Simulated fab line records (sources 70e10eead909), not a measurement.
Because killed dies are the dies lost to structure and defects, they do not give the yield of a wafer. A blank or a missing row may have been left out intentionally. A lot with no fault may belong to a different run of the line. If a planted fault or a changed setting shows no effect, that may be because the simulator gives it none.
fab line records | flow nandHarc
[record] lots = 24 wafers = 72 lastDay = 24
route steps=1159 shown A_SLIT@799 A_CONTACT@861
lots that met no fault: taken from a fault-free run of the same line
startH: the number of hours between the record's first day and the start of the first shown wafer of the lot | waitH: hours from the lot's prior step to this one | " the same as in the row above | L1.1+2: one row covering several wafers at once | - no value, or no start was given | * or withheld: withheld | < > ~ a bound
route shown NAME@n: NAME is a module with steps in the file, n the number in the route of the first one | usual: mean/standard deviation taken from wafers without a fault | same: alike in all rows | chamber/n: place in a boat | sites: readings site by site | _std_site: the values' standard deviation | _edge_site: the outer-site mean with the inner-site mean subtracted | radiusMm: for every site, how far away it sits from the centre of the wafer | mask NAME#n: copy n | behind: the tool/chamber that last shaped the wafer | hold: why the lot went on hold/how many hours it stayed there/how the hold came to an end | device: whichever transistor did not switch (one of n, p or np) | end of line: tests run on the same wafers once the route is complete | a step without rows: its recipe alone | killed: not the wafer's yield, but the dies lost to structure and defects at the first sort | map: dies across one wafer; x = killed, . = not, _ = none there
set.NAME: the setting as run; set.NAME@STEP: as run at that earlier step | model.NAME: the simulator's own value behind a step, which no gauge read
steps of the route over a sample of lots; a table a step, a row a wafer
services: the hour from which a tool's chamber was out of use, counted from the record's first day as startH (under 0 if before that day), plus the number of hours and why
[[steps]]
[step NHARC_A_SLIT_ETCH_29]
[recipe] targetDepthA = 1000 overetchA = 100 timeS = 55 ionEnergyEv = 100 cf4FlowSccm = 80 o2FlowSccm = 20 arFlowSccm = 0 rfW = 300 biasW = 100 chemistry = CF4/O2
[usual] cf4FlowSccm = 80.02/0.24 drypumpMotorCurrentA = 5.68/0.29 oesProductAu = 0.997/0.011 rfVppV = 198.2/1.5 showerheadPlenumPTorr = 1.35/0.059 throttleValvePct = 13.397/0.009
// columns lot.wafer tool chamber startH waitH cf4FlowSccm drypumpMotorCurrentA oesProductAu rfHoursCounterH rfVppV showerheadPlenumPTorr throttleValvePct
L074.3 rieDiel-12 1 317.08 0.1 80.24 5.14 0.988 8 199.7 1.43 13.398
L074.1 " 2 " " 80.15 5.57 1.000 9 197.4 1.38 13.403
L074.4 " 3 " " 79.93 5.95 0.984 8 200.7 1.42 13.388
L076.1 rieDiel-12 0 320.92 0.1 79.73 5.70 1.010 8 195.9 1.30 13.402
L076.2 " 1 " " 79.98 5.15 0.998 9 199.5 1.43 13.394
L076.6 " 3 " " 79.98 5.95 0.973 - 198.9 1.42 13.385
L075.4 rieDiel-12 0 322.60 0.1 80.05 5.70 1.001 8 197.5 1.30 13.390
L075.3 " 1 " " 79.98 5.13 0.983 9 200.1 1.43 13.398
L075.5 " 0 " " 80.23 5.71 1.002 - 196.3 1.30 13.405
L077.2 rieDiel-04 3 334.05 0.1 79.97 5.36 0.993 1 195.1 1.26 13.405
L077.1 " 1 " " 80.21 6.13 1.005 1 198.9 1.34 13.412
L077.4 " 2 " " 79.97 5.58 0.994 1 196.4 1.29 13.386
L078.1 rieDiel-09 0 334.57 0.1 80.07 5.55 0.993 4 198.8 1.37 13.394
L078.3 " 3 " " 80.16 5.86 0.992 3 199.3 1.40 13.402
L078.6 " 0 " " 79.93 5.47 0.991 - 198.4 1.37 13.397
L079.1 rieDiel-12 1 352.59 0.1 80.07 5.15 0.990 12 197.8 1.43 13.389
L079.3 " 2 " " 80.54 5.58 0.994 13 198.1 1.37 13.408
L079.5 " 1 " " 79.75 5.16 0.998 - 201.8 1.43 13.395
L080.4 rieDiel-12 1 354.26 0.1 79.89 5.14 1.001 12 200.5 1.43 13.393
L080.1 " 2 " " 80.60 5.57 1.000 13 199.5 1.37 13.404
L080.5 " 1 " " 80.11 5.14 0.992 - 199.5 1.43 13.398
L081.2 rieDiel-09 1 355.16 0.1 80.06 5.72 0.999 7 197.2 1.30 13.410
L081.4 " 3 " " 79.94 5.93 0.985 5 199.4 1.40 13.387
L081.3 " 0 " " 80.26 5.57 0.993 6 199.3 1.37 13.395
L082.1 rieDiel-04 3 374.70 0.1 80.03 5.36 0.999 5 197.1 1.26 13.413
L082.2 " 1 " " 80.39 6.12 1.007 4 196.6 1.34 13.389
L082.4 " 3 " " 79.96 5.37 1.003 - 194.6 1.26 13.391
L083.1 rieDiel-12 2 375.54 0.1 80.02 5.54 1.002 13 198.2 1.37 13.417
L083.2 " 1 " " 80.24 5.15 0.980 13 199.7 1.43 13.381
L083.5 " 3 " " 80.17 5.92 0.990 - 199.6 1.42 13.383
L084.3 rieDiel-09 2 383.02 0.1 79.88 6.19 0.998 9 197.4 1.28 13.409
L084.4 " 1 " " 79.91 5.73 1.002 9 196.4 1.30 13.409
L084.5 " 2 " " 79.72 6.22 1.003 - 195.9 1.28 13.400
L088.3 rieDiel-04 2 391.28 0.1 80.50 5.53 1.003 6 197.3 1.29 13.400
L088.2 " 0 " " 79.63 5.71 1.004 4 196.5 1.30 13.409
L088.4 " 1 " " 79.82 6.20 1.007 5 198.4 1.34 13.402
L087.3 rieDiel-09 0 392.96 0.1 79.75 5.57 0.995 8 197.9 1.37 13.407
L087.2 " 1 " " 80.10 5.73 1.005 9 197.5 1.30 13.391
L087.5 " 1 " " 80.08 5.72 1.001 - 198.3 1.30 13.385
L089.4 rieDiel-09 2 402.65 0.1 80.04 6.15 0.989 10 197.4 1.28 13.404
L089.6 " 1 " " 80.10 5.73 0.997 - 195.6 1.30 13.389
L089.5 " 2 " " 80.22 6.18 0.995 - 196.5 1.28 13.399
L086.1 rieDiel-09 0 404.34 0.1 80.05 5.55 1.005 9 198.5 1.37 13.394
L086.3 " 3 " " 80.43 5.90 0.990 8 200.4 1.40 13.405
L086.5 " 2 " " 79.77 6.18 1.007 - 196.1 1.28 13.408
L085.4 rieDiel-12 2 405.98 0.1 80.17 5.59 0.990 2 200.3 1.37 13.409
L085.3 " 0 " " 80.40 5.71 1.011 2 196.7 1.29 13.397
L085.5 " 3 " " 79.41 5.96 0.984 - 199.2 1.42 13.405
L090.2 rieDiel-12 0 425.02 0.1 79.91 5.69 1.028 4 197.3 1.29 13.405
L090.4 " 1 " " 79.82 5.16 0.987 4 201.0 1.43 13.402
L090.6 " 2 " " 80.04 5.54 1.004 - 199.9 1.37 13.403
L091.2 rieDiel-04 2 426.45 0.1 80.00 5.48 1.020 8 196.8 1.29 13.404
L091.1 " 1 " " 79.88 6.19 1.021 7 197.6 1.34 13.396
L091.6 " 2 " " 79.92 5.53 1.010 - 196.0 1.29 13.400
L092.3 rieDiel-12 0 426.82 0.1 79.92 5.71 1.017 4 197.1 1.29 13.405
L092.2 " 1 " " 79.75 5.15 1.006 4 199.3 1.43 13.388
L092.6 " 2 " " 80.37 5.55 1.001 - 198.6 1.37 13.400
L093.3 rieDiel-12 1 433.58 0.1 79.48 5.17 0.992 5 200.5 1.43 13.402
L093.1 " 2 " " 80.44 5.56 1.001 5 197.6 1.37 13.380
L093.5 " 1 " " 79.89 5.19 1.001 - 199.6 1.43 13.402
L097.1 rieDiel-12 2 449.38 0.1 79.92 5.57 0.994 6 198.8 1.37 13.388
L097.2 " 3 " " 79.76 5.93 0.987 6 200.3 1.42 13.389
L097.5 " 2 " " 79.96 5.55 1.003 - 198.9 1.37 13.397
L094.2 rieDiel-09 3 449.58 0.1 80.11 5.92 0.993 1 199.2 1.40 13.384
L094.4 " 0 " " 79.64 5.59 0.994 1 197.9 1.37 13.408
L094.6 " 3 " " 79.59 5.88 0.979 - 199.2 1.40 13.408
L096.4 rieDiel-12 1 451.39 0.1 79.69 5.14 0.986 7 200.3 1.43 13.392
L096.3 " 2 " " 79.74 5.59 1.003 6 198.4 1.37 13.388
L096.5 " 1 " " 79.71 5.14 0.996 - 199.7 1.43 13.387
L095.4 rieDiel-04 2 454.82 0.1 80.21 5.55 1.009 10 197.0 1.29 13.404
L095.1 " 1 " " 79.60 6.20 1.007 11 198.6 1.34 13.387
L095.6 " 2 " " 80.58 5.62 1.011 - 198.4 1.29 13.400
[step NHARC_A_CONTACT_ETCH_51]
[recipe] targetDepthA = 36000 overEtchFrac = 0.3 timeS = 936 ionEnergyEv = 150 o2FlowSccm = 400 cosFlowSccm = 20 arFlowSccm = 0 rfW = 500 biasW = 300 chemistry = O2/COS
[usual] drypumpMotorCurrentA = 5.8/0.46 oesProductAu = 0.998/0.011 rfVppV = 312.9/2 showerheadPlenumPTorr = 3.04/0.12 throttleValvePct = 28.329/0.0093
// columns lot.wafer tool chamber startH waitH drypumpMotorCurrentA oesProductAu rfHoursCounterH rfVppV showerheadPlenumPTorr throttleValvePct
L076.1 rieDiel-05 1 - - 5.2 0.985 2 311.6 2.94 28.323
L076.2 " 3 " " 5.7 0.980 2 316.2 3.24 28.334
L076.6 " 1 " " 5.2 0.987 - 312.1 2.94 28.319
L074.3 rieDiel-05 2 - - 6.7 1.003 4 311.8 2.97 28.326
L074.1 " 3 " " 5.7 0.989 4 313.5 3.24 28.312
L074.4 " 1 " " 5.2 0.993 4 310.4 2.94 28.330
L075.4 rieDiel-05 0 - - 5.8 1.007 4 311.2 2.93 28.332
L075.3 " 1 " " 5.2 1.001 4 311.0 2.94 28.335
L075.5 " 3 " " 5.7 0.987 - 315.9 3.24 28.343
L077.4 rieDiel-02 2 - - 5.4 1.003 14 316.7 3.25 28.322
L077.2 " 3 " " 5.9 1.020 14 314.5 3.18 28.328
L077.1 " 0 " " 6.4 1.003 15 310.9 2.92 28.340
L078.1 rieDiel-05 0 - - 5.9 1.004 7 311.9 2.93 28.336
L078.3 " 2 " " 6.6 0.999 7 310.5 2.97 28.321
L078.6 " 0 " " 5.9 1.005 - 311.4 2.93 28.335
L080.4 rieDiel-05 1 - - 5.2 0.994 11 311.1 2.94 28.351
L080.1 " 2 " " 6.7 1.007 11 311.4 2.97 28.316
L080.5 " 1 " " 5.2 0.998 - 311.3 2.94 28.332
L079.1 rieDiel-05 3 - - 5.7 0.977 13 315.9 3.24 28.328
L079.3 " 0 " " 5.9 1.006 13 312.0 2.92 28.336
L079.5 " 3 " " 5.7 0.976 - 314.8 3.24 28.336
L081.4 rieDiel-05 2 - - 6.6 1.002 12 313.8 2.97 28.339
L081.3 " 3 " " 5.7 0.976 14 317.1 3.24 28.327
L081.2 " 0 " " 5.9 1.004 13 311.5 2.92 28.335
L082.2 rieDiel-05 0 - - 5.8 0.993 16 310.4 2.92 28.344
L082.1 " 1 " " 5.2 0.987 15 311.9 2.94 28.340
L082.4 " 2 " " 6.7 0.999 15 312.2 2.97 28.328
L083.1 rieDiel-13 3 - - 5.7 1.011 49 314.1 3.14 28.321
L083.2 " 1 " " 5.6 1.006 48 314.1 3.11 28.317
L083.5 " 2 " " 5.7 0.995 - 312.5 2.98 28.332
L084.3 rieDiel-05 1 - - 5.2 0.996 17 312.6 2.94 28.347
L084.4 " 2 " " 6.6 1.002 16 312.0 2.97 28.327
L084.5 " 3 " " 5.7 0.993 - 315.9 3.24 28.338
L087.3 rieDiel-05 3 - - 5.7 0.984 20 316.2 3.24 28.332
L087.2 " 2 " " 6.7 0.986 18 311.7 2.97 28.324
L087.5 " 3 " " 5.7 0.984 - 316.1 3.24 28.331
L088.3 rieDiel-13 3 - - 5.7 1.011 56 312.7 3.14 28.336
L088.2 " 0 " " 5.1 0.999 57 311.0 2.96 28.316
L088.4 " 2 " " 5.7 0.985 57 312.7 2.98 28.312
L086.1 rieDiel-13 3 - - 5.7 1.013 60 314.8 3.14 28.333
L086.3 " 0 " " 5.1 0.984 60 311.1 2.96 28.322
L086.5 " 2 " " 5.7 0.992 - 310.6 2.98 28.317
L089.4 rieDiel-02 0 - - 6.4 1.008 40 309.7 2.90 28.341
L089.5 " 0 " " 6.4 1.011 - 311.6 2.90 28.327
L089.6 " 1 " " 6.0 1.001 - 314.5 3.09 28.338
L085.4 rieDiel-02 0 - - 6.4 1.011 41 310.8 2.90 28.323
L085.3 " 2 " " 5.4 1.022 38 315.4 3.23 28.325
L085.5 " 3 " " 5.9 1.015 - 314.4 3.16 28.332
L092.3 rieDiel-05 3 - - 5.7 0.984 27 315.3 3.23 28.322
L092.2 " 1 " " 5.2 0.989 24 311.2 2.93 28.314
L092.6 " 0 " " 5.9 1.003 - 310.5 2.92 28.317
L091.1 rieDiel-13 3 - - 5.7 0.999 3 314.4 3.14 28.305
L091.2 " 1 " " 5.6 1.014 2 314.8 3.11 28.333
L091.6 " 3 " " 5.7 0.986 - 315.2 3.14 28.334
L090.4 rieDiel-13 0 - - 5.1 1.015 3 312.2 2.95 28.334
L090.2 " 2 " " 5.7 0.998 3 311.6 2.98 28.319
L090.6 " 3 " " 5.7 0.998 - 314.6 3.14 28.320
L093.1 rieDiel-13 3 - - 5.7 0.988 9 313.5 3.13 28.348
L093.3 " 0 " " 5.1 1.011 8 312.7 2.95 28.326
L093.5 " 3 " " 5.7 0.997 - 313.2 3.13 28.321
L095.1 rieDiel-05 2 - - 6.6 1.009 28 311.3 2.96 28.335
L095.4 " 3 " " 5.7 0.988 31 313.5 3.23 28.333
L095.6 " 0 " " 5.8 1.005 - 312.2 2.92 28.334
L097.1 rieDiel-05 0 - - 5.9 1.007 33 311.2 2.91 28.340
L097.2 " 1 " " 5.2 0.994 30 311.1 2.93 28.322
L097.5 " 3 " " 5.7 0.987 - 316.8 3.23 28.336
L096.4 rieDiel-05 1 - - 5.2 0.979 31 311.6 2.93 28.312
L096.3 " 2 " " 6.6 0.997 30 312.8 2.96 28.331
L096.5 " 3 " " 5.7 0.983 - 315.3 3.23 28.346
L094.4 rieDiel-05 3 - - 5.7 0.981 34 315.9 3.23 28.337
L094.2 " 1 " " 5.2 0.987 31 312.2 2.93 28.324
L094.6 " 2 " " 6.7 1.006 - 312.2 2.96 28.315
[step NHARC_A_CONTACT_ETCH_115]
[recipe] sourceW = withheld pressureMtorr = 20 biasV = 3000 timeS = 94 targetDepthA = 9220 arFlowSccm = withheld c4f8FlowSccm = withheld o2FlowSccm = withheld chemistry = C4F8/O2/Ar
// columns lot.wafer tool chamber startH waitH rfHoursCounterH
L076.2 harCapEtch-03 0 366.68 0.1 76
L076.1 " 1 " " 76
L076.6 " 0 " " -
L074.1 harCapEtch-03 1 371.93 0.1 77
L074.4 " 1 " " -
L074.3 " 0 " " -
L075.3 harCapEtch-01 1 372.62 0.1 -
L075.4 " 0 " " -
L075.5 " 0 " " -
L077.1 harCapEtch-02 0 377.39 0.1 10
L077.2 " 1 " " 10
L077.4 " 0 " " -
L078.1 harCapEtch-02 0 381.52 0.1 11
L078.3 " 0 " " -
L078.6 " 1 " " -
L080.1 harCapEtch-03 1 402.09 0.1 83
L080.4 " 0 " " -
L080.5 " 1 " " -
L079.1 harCapEtch-02 0 404.64 0.1 14
L079.3 " 0 " " -
L079.5 " 1 " " -
L081.2 harCapEtch-01 1 407.67 0.1 66
L081.3 " 0 " " -
L081.4 " 1 " " -
L082.2 harCapEtch-03 1 417.70 0.1 86
L082.1 " 0 " " 86
L082.4 " 1 " " -
L083.1 harCapEtch-02 0 418.67 0.1 17
L083.2 " 1 " " 17
L083.5 " 1 " " -
L084.3 harCapEtch-01 0 429.88 0.1 -
L084.4 " 1 " " -
L084.5 " 1 " " -
L087.2 harCapEtch-01 0 436.02 0.1 71
L087.3 " 0 " " -
L087.5 " 1 " " -
L088.2 harCapEtch-03 0 439.19 0.1 90
L088.4 " 1 " " -
L088.3 " 0 " " -
L086.1 harCapEtch-01 0 448.33 0.1 74
L086.3 " 1 " " -
L086.5 " 1 " " -
L089.4 harCapEtch-03 0 451.18 0.1 -
L089.5 " 1 " " -
L089.6 " 0 " " -
L085.3 harCapEtch-01 1 452.63 0.1 -
L085.4 " 0 " " -
L085.5 " 1 " " -
L092.2 harCapEtch-01 1 464.34 0.1 77
L092.3 " 0 " " -
L092.6 " 1 " " -
L091.2 harCapEtch-02 0 468.88 0.1 25
L091.1 " 1 " " 25
L091.6 " 0 " " -
L090.2 harCapEtch-01 1 469.35 0.1 79
L090.4 " 1 " " -
L090.6 " 0 " " -
L093.1 harCapEtch-02 1 481.73 0.1 28
L093.3 " 1 " " -
L093.5 " 0 " " -
L095.1 harCapEtch-03 1 499.87 0.1 99
L095.4 " 1 " " -
L095.6 " 1 " " -
L097.1 harCapEtch-02 1 503.04 0.1 30
L097.2 " 0 " " 30
L097.5 " 0 " " -
L096.3 harCapEtch-01 0 505.20 0.1 -
L096.4 " 1 " " -
L096.5 " 0 " " -
L094.2 harCapEtch-03 1 507.28 0.1 100
L094.4 " 0 " " -
L094.6 " 0 " " -
[step NHARC_A_CONTACT_DEP_57]
[recipe] targetThkA = 28000 tempC = 400 material = aC
[usual] susceptorTempC = 400.03/0.18 throttleValvePct = 35.000/0.0088
// columns lot.wafer tool chamber startH waitH susceptorTempC throttleValvePct
L076.1 aclDep-01 0 371.16 - - 34.999
L076.2 " 0 " " - 34.979
L076.6 " 0 372.58 - - 34.997
L074.1 aclDep-03 0 377.06 - 399.93 35.005
L074.3 " 0 " " 399.92 34.992
L074.4 " 0 " " 399.94 34.999
L075.3 aclDep-01 0 379.15 - 400.06 34.995
L075.4 " 0 " " 399.76 34.996
L075.5 " 0 " " 399.83 35.001
L077.1 aclDep-01 0 381.55 - - 35.006
L077.2 " 0 " " - 35.001
L077.4 " 0 " " - 34.998
L078.1 aclDep-02 0 384.47 - 400.04 35.010
L078.3 " 0 " " 399.84 35.001
L078.6 " 0 " " 400.48 35.019
L080.1 aclDep-02 0 407.47 - - 34.991
L080.4 " 0 " " - 34.983
L080.5 " 0 " " - 35.003
L079.1 aclDep-01 0 407.56 - - 35.003
L079.3 " 0 " " - 35.002
L079.5 " 0 " " - 35.001
L081.2 aclDep-01 0 410.46 - 400.11 34.999
L081.3 " 0 " " 399.90 35.006
L081.4 " 0 " " 399.98 35.004
L082.1 aclDep-02 0 422.30 - - 35.007
L082.2 " 0 " " - 35.019
L082.4 " 0 " " - 35.008
L083.1 aclDep-03 0 422.78 - 400.42 35.005
L083.2 " 0 " " 400.12 34.994
L083.5 " 0 " " 400.32 35.000
L084.3 aclDep-02 0 433.55 - 399.84 34.988
L084.4 " 0 " " 400.05 35.000
L084.5 " 0 " " 400.11 35.003
L087.2 aclDep-01 0 438.86 - 399.83 34.997
L087.3 " 0 " " 400.05 35.014
L087.5 " 0 " " 400.11 35.007
L088.2 aclDep-03 0 443.61 - - 34.988
L088.3 " 0 " " - 35.006
L088.4 " 0 " " - 35.000
L086.1 aclDep-03 0 451.79 - 399.85 34.987
L086.3 " 0 " " 399.97 35.008
L086.5 " 0 " " 400.00 34.986
L089.4 aclDep-02 0 455.00 - - 35.005
L089.5 " 0 " " - 34.983
L089.6 " 0 " " - 35.011
L085.3 aclDep-03 0 455.73 - - 35.009
L085.4 " 0 " " - 34.998
L085.5 " 0 " " - 34.985
L092.2 aclDep-02 0 468.39 - 399.84 35.007
L092.3 " 0 " " 399.89 35.013
L092.6 " 0 " " 399.67 35.007
L091.1 aclDep-02 0 472.12 - - 35.001
L091.2 " 0 " " - 34.998
L091.6 " 0 473.54 - - 35.003
L090.2 aclDep-02 0 474.12 - 399.82 34.991
L090.4 " 0 " " 399.92 35.018
L090.6 " 0 " " 399.94 34.997
L093.1 aclDep-02 0 484.30 - 400.18 35.012
L093.3 " 0 " " 399.88 34.998
L093.5 " 0 " " 399.87 35.001
L095.1 aclDep-01 0 503.61 - 400.04 35.012
L095.4 " 0 " " 399.73 34.975
L095.6 " 0 " " 399.79 34.998
L097.1 aclDep-02 0 505.58 - - 35.014
L097.2 " 0 " " - 34.992
L097.5 " 0 " " - 35.000
L096.3 aclDep-02 0 508.29 - 400.08 34.994
L096.4 " 0 " " 400.15 34.984
L096.5 " 0 " " 400.21 34.997
L094.2 aclDep-02 0 510.09 - - 35.010
L094.4 " 0 " " - 35.000
L094.6 " 0 " " - 34.994
[step NHARC_A_CONTACT_ETCH_78]
[recipe] targetDepthA = 28000 overEtchFrac = 0.3 timeS = 728 ionEnergyEv = 150 o2FlowSccm = 400 cosFlowSccm = 20 arFlowSccm = 0 rfW = 500 biasW = 300 chemistry = O2/COS
[usual] drypumpMotorCurrentA = 5.7/0.47 oesProductAu = 0.995/0.011 rfVppV = 312.8/1.9 showerheadPlenumPTorr = 3.03/0.12 throttleValvePct = 28.331/0.0087
// columns lot.wafer tool chamber startH waitH drypumpMotorCurrentA oesProductAu rfHoursCounterH rfVppV showerheadPlenumPTorr throttleValvePct
L076.2 rieDiel-05 1 - - 5.2 0.997 5 310.7 2.94 28.331
L076.1 " 2 " " 6.6 0.995 5 312.0 2.97 28.343
L076.6 " 1 " " 5.2 0.988 - 312.2 2.94 28.332
L074.4 rieDiel-02 2 - - 5.4 1.000 15 315.5 3.24 28.337
L074.1 " 0 " " 6.4 1.003 16 311.5 2.92 28.324
L074.3 " 1 " " 6.0 1.003 16 312.9 3.11 28.332
L075.4 rieDiel-05 3 - - 5.7 0.987 8 318.7 3.24 28.314
L075.3 " 1 " " 5.2 0.990 7 311.8 2.94 28.343
L075.5 " 2 " " 6.7 0.995 - 311.9 2.97 28.327
L077.1 rieDiel-05 0 - - 5.8 1.006 9 311.7 2.93 28.322
L077.2 " 1 " " 5.2 0.991 9 312.0 2.94 28.347
L077.4 " 2 " " 6.7 0.991 9 310.9 2.97 28.324
L078.3 rieDiel-13 0 - - 5.1 0.993 39 311.4 2.97 28.331
L078.1 " 1 " " 5.6 1.000 39 313.1 3.12 28.322
L078.6 " 3 " " 5.8 0.997 - 313.9 3.15 28.332
L080.4 rieDiel-05 1 - - 5.2 0.990 13 312.2 2.94 28.345
L080.1 " 3 " " 5.7 0.989 15 315.4 3.24 28.345
L080.5 " 1 " " 5.2 0.992 - 309.7 2.94 28.318
L079.3 rieDiel-05 2 - - 6.6 0.996 14 310.9 2.97 28.336
L079.1 " 3 " " 5.7 0.985 15 314.6 3.24 28.331
L079.5 " 2 " " 6.7 0.992 - 311.6 2.97 28.328
L081.2 rieDiel-05 3 - - 5.7 0.988 15 316.6 3.24 28.344
L081.3 " 1 " " 5.2 0.994 14 311.8 2.94 28.325
L081.4 " 2 " " 6.6 0.988 14 312.7 2.97 28.326
L082.4 rieDiel-13 1 - - 5.6 1.008 50 314.1 3.11 28.331
L082.1 " 3 " " 5.7 1.004 52 314.1 3.14 28.326
L082.2 " 0 " " 5.1 0.996 50 313.2 2.96 28.327
L083.2 rieDiel-13 0 - - 5.1 0.983 51 312.8 2.96 28.336
L083.1 " 1 " " 5.6 1.002 51 314.8 3.11 28.331
L083.5 " 3 " " 5.7 1.006 - 314.3 3.14 28.313
L084.4 rieDiel-05 1 - - 5.2 0.993 19 310.5 2.93 28.335
L084.3 " 2 " " 6.7 0.992 19 312.7 2.97 28.324
L084.5 " 3 " " 5.7 0.982 - 315.6 3.24 28.337
L087.3 rieDiel-05 1 - - 5.2 1.006 19 310.7 2.93 28.327
L087.2 " 2 " " 6.7 0.993 19 310.5 2.97 28.324
L087.5 " 2 " " 6.6 1.004 - 311.3 2.97 28.337
L088.3 rieDiel-05 1 - - 5.2 0.998 20 311.5 2.93 28.327
L088.4 " 2 " " 6.7 0.992 20 311.0 2.97 28.332
L088.2 " 3 " " 5.6 0.981 23 316.6 3.23 28.331
L086.3 rieDiel-05 0 - - 5.9 0.997 24 310.2 2.92 28.332
L086.1 " 1 " " 5.2 0.996 22 312.3 2.93 28.326
L086.5 " 2 " " 6.7 1.001 - 312.3 2.96 28.331
L089.4 rieDiel-05 0 - - 5.9 0.996 25 311.6 2.92 28.320
L089.6 " 0 " " 5.9 1.000 - 311.0 2.92 28.328
L089.5 " 1 " " 5.2 1.001 - 311.9 2.93 28.319
L085.3 rieDiel-05 2 - - 6.7 0.985 23 312.5 2.96 28.338
L085.4 " 1 " " 5.2 1.001 24 312.2 2.93 28.348
L085.5 " 3 " " 5.7 0.988 - 315.7 3.23 28.331
L092.3 rieDiel-05 3 - - 5.7 0.974 28 316.2 3.23 28.327
L092.2 " 0 " " 5.9 0.992 28 311.0 2.92 28.330
L092.6 " 0 " " 5.8 1.007 - 310.8 2.92 28.332
L091.1 rieDiel-05 3 - - 5.7 0.987 29 314.2 3.23 28.332
L091.2 " 0 " " 5.9 1.007 29 312.1 2.92 28.325
L091.6 " 1 " " 5.2 1.000 - 311.7 2.93 28.338
L090.4 rieDiel-05 1 - - 5.2 0.982 27 312.3 2.93 28.330
L090.2 " 2 " " 6.7 0.996 27 312.4 2.96 28.332
L090.6 " 3 " " 5.7 0.971 - 315.9 3.23 28.336
L093.3 rieDiel-13 0 - - 5.1 1.010 10 311.8 2.95 28.318
L093.1 " 3 " " 5.7 0.981 11 314.7 3.13 28.328
L093.5 " 0 " " 5.1 1.016 - 309.8 2.95 28.331
L095.4 rieDiel-13 0 - - 5.1 1.008 17 312.4 2.95 28.330
L095.1 " 1 " " 5.6 1.005 18 314.3 3.10 28.352
L095.6 " 0 " " 5.1 1.006 - 313.0 2.95 28.334
L097.1 rieDiel-05 2 - - 6.6 0.992 31 311.9 2.96 28.347
L097.2 " 3 " " 5.7 0.980 34 315.6 3.23 28.321
L097.5 " 3 " " 5.7 0.972 - 314.6 3.23 28.314
L096.3 rieDiel-13 2 - - 5.7 0.986 21 311.4 2.97 28.309
L096.4 " 0 " " 5.1 0.993 19 310.9 2.95 28.324
L096.5 " 3 " " 5.7 0.979 - 315.7 3.13 28.330
L094.4 rieDiel-13 0 - - 5.1 1.000 20 311.5 2.95 28.319
L094.2 " 2 " " 5.7 0.993 22 312.1 2.97 28.338
L094.6 " 1 " " 5.6 1.018 - 315.2 3.10 28.335
[step NHARC_A_CONTACT_ETCH_124]
[recipe] sourceW = withheld pressureMtorr = 20 biasV = withheld timeS = 140 targetDepthA = 7000 arFlowSccm = withheld c4f8FlowSccm = withheld o2FlowSccm = withheld chemistry = C4F8/O2/Ar
// columns lot.wafer tool chamber startH waitH rfHoursCounterH
L076.2 harCapEtch-01 1 375.90 - 59
L076.1 " 0 " " 59
L076.6 " 1 " " -
L074.1 harCapEtch-01 1 380.85 - 60
L074.3 " 1 " " -
L074.4 " 0 " " -
L075.3 harCapEtch-01 0 382.53 - -
L075.4 " 1 " " -
L075.5 " 1 " " -
L077.2 harCapEtch-01 1 385.33 - 63
L077.1 " 0 " " 63
L077.4 " 1 " " -
L078.1 harCapEtch-03 1 388.31 - 82
L078.3 " 0 " " -
L078.6 " 1 " " -
L080.1 harCapEtch-03 0 411.45 - 84
L080.4 " 0 " " -
L080.5 " 1 " " -
L079.1 harCapEtch-02 0 411.84 - 15
L079.3 " 1 " " -
L079.5 " 1 " " -
L081.2 harCapEtch-01 0 413.86 - 67
L081.4 " 1 " " -
L081.3 " 0 " " -
L082.1 harCapEtch-02 1 426.30 - 18
L082.2 " 0 " " 18
L082.4 " 1 " " -
L083.2 harCapEtch-03 0 427.03 - 87
L083.1 " 1 " " 87
L083.5 " 1 " " -
L084.3 harCapEtch-02 0 436.87 - -
L084.4 " 1 " " -
L084.5 " 0 " " -
L087.2 harCapEtch-01 0 442.37 - 72
L087.3 " 0 " " -
L087.5 " 1 " " -
L088.2 harCapEtch-03 1 447.00 - 91
L088.4 " 1 " " -
L088.3 " 0 " " -
L086.1 harCapEtch-03 1 455.74 - 93
L086.3 " 1 " " -
L086.5 " 0 " " -
L089.4 harCapEtch-01 1 457.86 - -
L089.5 " 1 " " -
L089.6 " 0 " " -
L085.3 harCapEtch-02 0 459.01 - -
L085.4 " 1 " " -
L085.5 " 0 " " -
L092.2 harCapEtch-03 0 472.11 - 96
L092.3 " 1 " " -
L092.6 " 0 " " -
L091.1 harCapEtch-02 0 476.00 - 26
L091.2 " 1 " " 26
L091.6 " 0 " " -
L090.2 harCapEtch-01 0 477.71 - 79
L090.4 " 0 " " -
L090.6 " 0 " " -
L093.1 harCapEtch-02 1 488.27 - 29
L093.3 " 0 " " -
L093.5 " 1 " " -
L095.1 harCapEtch-02 0 507.77 - 31
L095.4 " 0 " " -
L095.6 " 0 " " -
L097.1 harCapEtch-01 1 509.40 - 83
L097.2 " 0 " " 83
L097.5 " 1 " " -
L096.3 harCapEtch-03 1 512.21 - -
L096.4 " 0 " " -
L096.5 " 0 " " -
L094.2 harCapEtch-01 0 513.58 - 85
L094.4 " 0 " " -
L094.6 " 1 " " -
[[services]]
// columns tool chamber startH hours kind
aclDep-01 - 294.08 13.0 pm
harCapEtch-02 - 305.00 17.0 pm
rieDiel-12 - 307.48 0.6 repair
rieDiel-04 0 322.87 10.2 repair
rieDiel-05 - 329.08 0.7 repair
rieDiel-05 1 333.81 8.6 repair
rieDiel-05 - 340.60 9.0 pm
aclDep-02 - 352.17 13.0 pm
rieDiel-05 2 358.94 1.9 repair
rieDiel-04 0 371.58 8.0 repair
rieDiel-12 - 379.43 9.0 pm
harCapEtch-03 - 394.48 0.3 repair
harCapEtch-01 - 396.31 0.3 repair
harCapEtch-02 - 401.84 1.0 repair
rieDiel-09 1 404.20 12.5 repair
rieDiel-13 1 404.80 1.4 repair
rieDiel-09 3 405.88 1.5 repair
rieDiel-09 3 421.85 13.1 repair
rieDiel-09 - 431.28 9.0 pm
rieDiel-13 - 453.05 9.0 pm
rieDiel-12 1 453.09 1.6 repair
aclDep-01 - 475.22 13.0 pm
rieDiel-12 0 482.97 7.9 repair
rieDiel-12 - 501.23 0.5 repair
[[key]]
fault none
